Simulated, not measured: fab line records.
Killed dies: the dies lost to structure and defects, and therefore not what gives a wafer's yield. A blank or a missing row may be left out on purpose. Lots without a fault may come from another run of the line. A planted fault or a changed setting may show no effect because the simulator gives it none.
Comparing a struck lot with a sound one	flow n5Finfet	13 steps out of a route of 1938
Sound: the wafers L155.2, L155.4, L155.6. Wafers struck: L142.2, L142.3, L142.6. Last of all comes the cause.
Order at every step that has rows: each side's tool, ch and its chambers, its first start. Under that, the readings that differ: sound wafers	struck wafers	difference of the means	sigmas: that difference in standard deviations of wafers without a fault.
alike: readings with means less than 2 such deviations apart, plus words and numbers identical on both sides. not compared: withheld readings, readings lacking a value on some wafer, bounds such as >300 that could conceal the same value, and numbers that have no deviation in the record and whose values overlap.
Wherever a step has rows on one side only, a row that says differs or no value, or a row with sigmas, the two part there. Numbers that don't overlap but have no deviation are shown without sigmas and don't part them. A reading that every wafer of one side lacks parts them only if that side has two wafers or more.

first, 9 steps without rows for these wafers: N5_BEOL_M2_DEVELOP_27 (develop time 30 s); N5_BEOL_M2_DESCUM_33 (chemistry O2, time 7 s); N5_BEOL_M2_ETCH_77 (etches underlayer in N2/H2, target depth 6.5 nm, time 5.2 s); N5_BEOL_M2_ETCH_69 (etches SiARC in CF4, target depth 15.6 nm, time 26 s); N5_BEOL_M2_ALD_98 (deposits SiO2, target thk 2.5 nm, pulse time 1 s, co reactant pulse time 1 s); N5_BEOL_M2_ETCHBACK_99 (etches SiO2 in CHF3, target depth 5 nm, time 10.4 s); N5_BEOL_M2_ETCH_70 (etches SOC in N2/H2, target depth 80 nm, overetch 24 nm, time 130 s); N5_BEOL_M2_STRIP_71 (strips in N2/H2); N5_BEOL_M2_STRIP_78 (strips in N2/H2).
N5_BEOL_M2_VIA_ETCH_34: etches the open film in C4F6/O2, target depth 69.4 nm, time 65.9 s.
  sound on rieDiel-05 ch 0,1, day 12 08:46; struck on rieDiel-04 ch 0,1, day 8 12:51
  no value came back on the struck wafers for any of 7 readings (C4F6_flow_sccm (sccm), O2_flow_sccm (sccm) and others); on the sound wafers C4F6_flow_sccm (sccm) reads 10.02 10.07 9.99
reading	sound	struck	difference	sigmas
model.SOC_of_BEOL_M2_COAT_67.thkNm (nm)	52.2 51.8 52.2	60 60 60	+8	
model.SiARC_of_BEOL_M2_COAT_68.thkNm (nm)	0 0 0	6.2 6.2 6.2	+6.2	
  not compared: rfHoursCounterH
then, 1 step without rows for these wafers: N5_BEOL_M2_STRIP_83 (strips in C4F6/O2).
N5_BEOL_M4_RC_MEAS_101:
  the record has rows for the sound wafers here (prober-02 ch 0, day 13 13:45) and none for the struck ones
-- a jump in the record: the struck wafers' starts before and after are 7 days apart (it breaks off in module BEOL_M4 and resumes in module PASSIVATION, where the first step shown is number 1936 of the route) --
N5_PASSIVATION_PROBE_49:
  sound: prober-02 at day 18 20:02; struck: prober-02 at day 15 20:04
reading	sound	struck	difference	sigmas
defectLimitedYield (%)	91.9 92.3 91.9	0 0 0	-92	-66
killed_at_M0_to_M3	47 22 44	1121 1125 1108	+1080	+99 or more
killedAtContacts	5 11 8	24 29 33	+21	+3
killedDies	95 91 96	1180 1180 1180	+1086	+64
killedOnRim	10 14 11	152 152 152	+140	+33
sort_bin_5_function (%)	4.8 4.2 5.0	95.3 97.2 96.9	+91.8	+98
sortNPass	1085 1089 1084	0 0 0	-1086	-64
sortYieldPct (%)	91.9 92.3 91.9	0 0 0	-92	-66
  alike: killed_at_M4_up, killedAtFrontEnd, killedAtOther, killedOpen, killedShort, sort_bin_6_memory

## WHERE THEY PART
Last at N5_PASSIVATION_PROBE_49 as far as this record goes, first at N5_BEOL_M2_VIA_ETCH_34.

WHY: whatever the simulator had introduced
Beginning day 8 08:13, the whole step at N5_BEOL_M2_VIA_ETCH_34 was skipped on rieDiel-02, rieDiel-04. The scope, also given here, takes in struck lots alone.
